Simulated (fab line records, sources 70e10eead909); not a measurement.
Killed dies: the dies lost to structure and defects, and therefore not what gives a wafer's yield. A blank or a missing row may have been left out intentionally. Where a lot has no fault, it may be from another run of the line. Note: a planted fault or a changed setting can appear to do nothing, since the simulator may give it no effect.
The tool behind it: which one? + flow nand harc + 39 wafers from 13 lots sampled at 6 of the route's 1302 steps

WHAT THE GAUGES SHOWED, per wafer
NHARC_A_ONON_D2_THK_MEAS_14: measures by ellipsometry. Usual: thk nm reads 1005 nm (standard deviation 8.2).
| lot  | measured     | on            | thk nm (nm)    | flag |
|------|--------------|---------------|----------------|------|
| L133 | day 12 02:59 | film metro-02 | 1004 1006 1004 |      |
| L134 | day 12 18:59 | film metro-01 | 1010 1011 1011 |      |
| L135 | day 13 12:23 | film metro-01 | 1002 1003 1004 |      |
| L136 | day 13 12:25 | film metro-01 | 1007 1007 1007 |      |
| L138 | day 14 22:43 | film metro-02 | 987 990 989    |      |
| L143 | day 17 04:09 | film metro-01 | 1006 1009 1005 |      |
| L145 | day 17 13:01 | film metro-02 | 996 997 995    |      |
| L148 | day 18 06:17 | film metro-02 | 1003 1002 1003 |      |
| L149 | day 19 07:32 | film metro-01 | 1013 1014 1015 |      |
| L153 | day 20 14:08 | film metro-02 | 1016 1016 1018 |      |
| L154 | day 21 15:00 | film metro-02 | 995 995 995    |      |
| L156 | day 21 22:59 | film metro-02 | 1004 1006 1004 |      |
| L155 | day 21 23:09 | film metro-01 | 1026 1022 1027 |      |

NHARC_A_ONON_D2_THK_MEAS_24: measures by ellipsometry. Usual: thk nm reads 999 nm (standard deviation 9.9).
| lot  | measured     | on            | thk nm (nm)    | flag |
|------|--------------|---------------|----------------|------|
| L133 | day 12 11:29 | film metro-02 | 1008 1009 1008 |      |
| L134 | day 13 06:53 | film metro-02 | 1006 1005 1005 |      |
| L135 | day 13 21:13 | film metro-01 | 1006 1008 1007 |      |
| L136 | day 13 21:14 | film metro-02 | 1009 1011 1008 |      |
| L138 | day 15 07:14 | film metro-01 | 1011 1012 1012 |      |
| L143 | day 17 12:40 | film metro-01 | 994 994 997    |      |
| L145 | day 17 21:26 | film metro-02 | 993 994 994    |      |
| L148 | day 18 14:49 | film metro-02 | 1004 1003 1002 |      |
| L149 | day 19 16:23 | film metro-01 | 981 982 982    |      |
| L153 | day 20 23:01 | film metro-02 | 1004 1005 1005 |      |
| L154 | day 22 01:46 | film metro-01 | 990 990 992    |      |
| L156 | day 22 07:31 | film metro-02 | 992 989 991    |      |
| L155 | day 22 07:40 | film metro-01 | 1006 1009 1007 |      |

NHARC_A_ONON_D2_THK_MEAS_34: measures by ellipsometry. Usual: thk nm reads 200 nm (standard deviation 3.5).
| lot  | measured     | on            | thk nm (nm) | flag |
|------|--------------|---------------|-------------|------|
| L133 | day 12 13:10 | film metro-01 | 200 197 204 |      |
| L134 | day 13 08:29 | film metro-01 | 204 204 202 |      |
| L135 | day 13 22:49 | film metro-01 | 200 207 200 |      |
| L136 | day 13 22:51 | film metro-01 | 200 207 206 |      |
| L138 | day 15 08:50 | film metro-01 | 199 199 202 |      |
| L143 | day 17 14:17 | film metro-01 | 228 228 228 | OFF  |
| L145 | day 17 23:03 | film metro-01 | 228 229 230 | OFF  |
| L148 | day 18 16:28 | film metro-02 | 204 204 206 |      |
| L149 | day 19 18:00 | film metro-01 | 192 205 196 |      |
| L153 | day 21 00:37 | film metro-02 | 200 208 197 |      |
| L154 | day 22 03:22 | film metro-01 | 199 203 210 |      |
| L156 | day 22 09:07 | film metro-02 | 203 196 198 |      |
| L155 | day 22 09:24 | film metro-01 | 194 197 202 |      |

NHARC_A_ONON_D2_INSPECT_32. Usual: raw defect count reads 394 (standard deviation 150).
| lot  | measured     | on                | raw defect count | flag |
|------|--------------|-------------------|------------------|------|
| L133 | day 12 13:15 | defect inspect-02 | 477 333 423      |      |
| L134 | day 13 08:33 | defect inspect-02 | 587 362 434      |      |
| L135 | day 13 22:54 | defect inspect-02 | 377 300 218      |      |
| L136 | day 13 22:56 | defect inspect-02 | 321 336 480      |      |
| L138 | day 15 08:55 | defect inspect-02 | 228 386 395      |      |
| L143 | day 17 14:20 | defect inspect-01 | 455 503 311      |      |
| L145 | day 17 23:08 | defect inspect-02 | 516 428 531      |      |
| L148 | day 18 16:31 | defect inspect-01 | 554 394 534      |      |
| L149 | day 19 18:04 | defect inspect-02 | 538 639 927      |      |
| L153 | day 21 00:43 | defect inspect-02 | 294 300 381      |      |
| L154 | day 22 03:27 | defect inspect-02 | 364 285 368      |      |
| L156 | day 22 09:11 | defect inspect-02 | 356 612 710      |      |
| L155 | day 22 09:29 | defect inspect-02 | 248 323 305      |      |

NHARC_END_SORT_01. Usual: killed at array 46, standard deviation 15; killed at other 1.0, standard deviation 1.3; killed at periphery 4, standard deviation 3; killed dies 51, standard deviation 15; killed open 3.2, standard deviation 1.8; killed short 2.5, standard deviation 1.5.
| lot  | measured     | on        | killed at array | killed at other | killed at periphery | killed dies | killed open | killed short | flag |
|------|--------------|-----------|-----------------|-----------------|---------------------|-------------|-------------|--------------|------|
| L133 | day 26 01:38 | prober-01 | 51 39 29        | 2 0 0           | 9 2 6               | 62 41 35    | 1 3 3       | 2 1 2        |      |
| L134 | day 26 13:53 | prober-02 | 60 68 39        | 0 3 1           | 3 1 0               | 63 72 40    | 5 1 4       | 1 1 2        |      |
| L135 | day 26 16:31 | prober-01 | 58 43 63        | 0 0 0           | 2 7 5               | 60 50 68    | 3 1 6       | 5 1 2        |      |
| L136 | day 26 08:45 | prober-01 | 40 35 37        | 0 0 1           | 5 11 3              | 45 46 41    | 2 4 0       | 4 4 1        |      |
| L138 | day 26 20:06 | prober-02 | 40 50 35        | 0 1 0           | 2 2 3               | 42 53 38    | 5 2 3       | 1 7 1        |      |
| L143 | day 28 22:12 | prober-02 | 64 32 37        | 0 1 2           | 6 9 5               | 70 42 44    | 7 4 2       | 4 2 6        |      |
| L145 | day 29 00:34 | prober-01 | 41 47 42        | 0 1 0           | 5 3 4               | 46 51 46    | 2 0 5       | 3 2 4        |      |
| L148 | day 30 03:43 | prober-01 | 33 31 29        | 3 4 3           | 15 6 9              | 51 41 41    | 5 3 3       | 4 2 2        |      |
| L149 | day 30 22:49 | prober-02 | 34 33 28        | 0 0 0           | 10 2 7              | 44 35 35    | 4 1 2       | 3 2 1        |      |
| L153 | day 32 18:22 | prober-01 | 22 32 36        | 0 0 1           | 4 4 5               | 26 36 42    | 2 5 3       | 5 2 2        |      |
| L154 | day 33 18:46 | prober-01 | 20 15 22        | 1 2 2           | 6 8 2               | 27 25 26    | 2 3 2       | 3 3 3        |      |
| L156 | day 33 17:59 | prober-02 | 46 49 50        | 1 0 0           | 2 3 1               | 49 52 51    | 5 4 7       | 1 3 2        |      |
| L155 | day 34 01:43 | prober-01 | 57 67 55        | 1 0 1           | 4 2 1               | 62 69 57    | 4 7 1       | 2 0 1        |      |

WHAT TOOL EACH LOT RAN ON (gives the tool, then ch and the chambers of the sampled wafers, and finally the start)
| lot  | NHARC_A_ONON_D2_DEP_33          |
|------|---------------------------------|
| L133 | pecvd-01 ch 0,1, day 12 12:46   |
| L134 | pecvd-04 ch 0,1,2, day 13 08:07 |
| L135 | pecvd-04 ch 0,2, day 13 22:24   |
| L136 | pecvd-01 ch 0,1,2, day 13 22:32 |
| L138 | pecvd-01 ch 1,2, day 15 08:28   |
| L143 | pecvd-01 ch 0,1, day 17 13:52   |
| L145 | pecvd-01 ch 0,1,2, day 17 22:46 |
| L148 | pecvd-04 ch 0,2, day 18 16:07   |
| L149 | pecvd-04 ch 1,2, day 19 17:35   |
| L153 | pecvd-04 ch 0,1, day 21 00:13   |
| L154 | pecvd-04 ch 0,1, day 22 02:57   |
| L156 | pecvd-03 ch 0,1,2, day 22 08:43 |
| L155 | pecvd-03 ch 0,2, day 22 08:59   |
- NHARC_A_ONON_D2_DEP_33: deposits SiO2, target thk 200 nm.

WHAT THE TOOLS THEMSELVES READ (means of the sampled wafers that have a number; where no wafer has one, the mark that the record gives instead)
NHARC_A_ONON_D2_DEP_33. Usual: heater power w 557 W, standard deviation 84; rf fwd power W 897.7 W, standard deviation 2.6; throttle valve pct 16.0 %, standard deviation 0.39.
| lot  | tool     | heater power w (W) | rf fwd power W (W) | throttle valve pct (%) | flag |
|------|----------|--------------------|--------------------|------------------------|------|
| L133 | pecvd-01 | 598                | 897.9              | 16.0                   |      |
| L134 | pecvd-04 | 545                | 896.3              | 15.9                   |      |
| L135 | pecvd-04 | 464                | 898.9              | 16.0                   |      |
| L136 | pecvd-01 | 591                | 897.9              | 16.0                   |      |
| L138 | pecvd-01 | 549                | 897.7              | 15.8                   |      |
| L143 | pecvd-01 | 556                | 894.9              | 16.4                   |      |
| L145 | pecvd-01 | 590                | 900.0              | 16.6                   |      |
| L148 | pecvd-04 | 515                | 897.2              | 16.2                   |      |
| L149 | pecvd-04 | 565                | 897.2              | 16.3                   |      |
| L153 | pecvd-04 | 500                | 896.8              | 15.5                   |      |
| L154 | pecvd-04 | 550                | 901.6              | 15.9                   |      |
| L156 | pecvd-03 | 564                | 898.6              | 15.6                   |      |
| L155 | pecvd-03 | 595                | 896.7              | 15.6                   |      |

THE ANSWER, worked out from the rows above alone
Rule: a lot counts as off when the mean over its wafers that have a number is more than 3 standard deviations away from the usual mean. A lot without any number at a reading at which 4 lots or more have one is off too. Any other lot the step has rows for is counted as sound. Order of review: gauges by route order, followed by the tools' own readings, for which a lot's mean as printed above is used. The first step at which some lot is off is used, and at that step the reading that is off furthest; a lot without a number counts as furthest.
Off at NHARC_A_ONON_D2_THK_MEAS_34 (thk nm): L143, L145.
A tool fits if, at a process step before that reading, it ran every lot that is off, and no sound lot after the first of them. Gauges at NHARC_A_ONON_D2_THK_MEAS_34: tried the same way as those tools. One fits: NHARC_A_ONON_D2_DEP_33 on pecvd-01. Its last sound lot is L138 (day 15 08:28), its first lot that is off L143 (day 17 13:52): a fault that began between those two fits.

WHAT THE SIMULATOR HAD PUT IN
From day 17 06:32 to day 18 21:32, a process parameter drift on pecvd-01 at NHARC_A_ONON_D2_DEP_33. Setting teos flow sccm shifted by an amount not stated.
Struck lots among those shown: L143, L145. The same result came from the rule above.
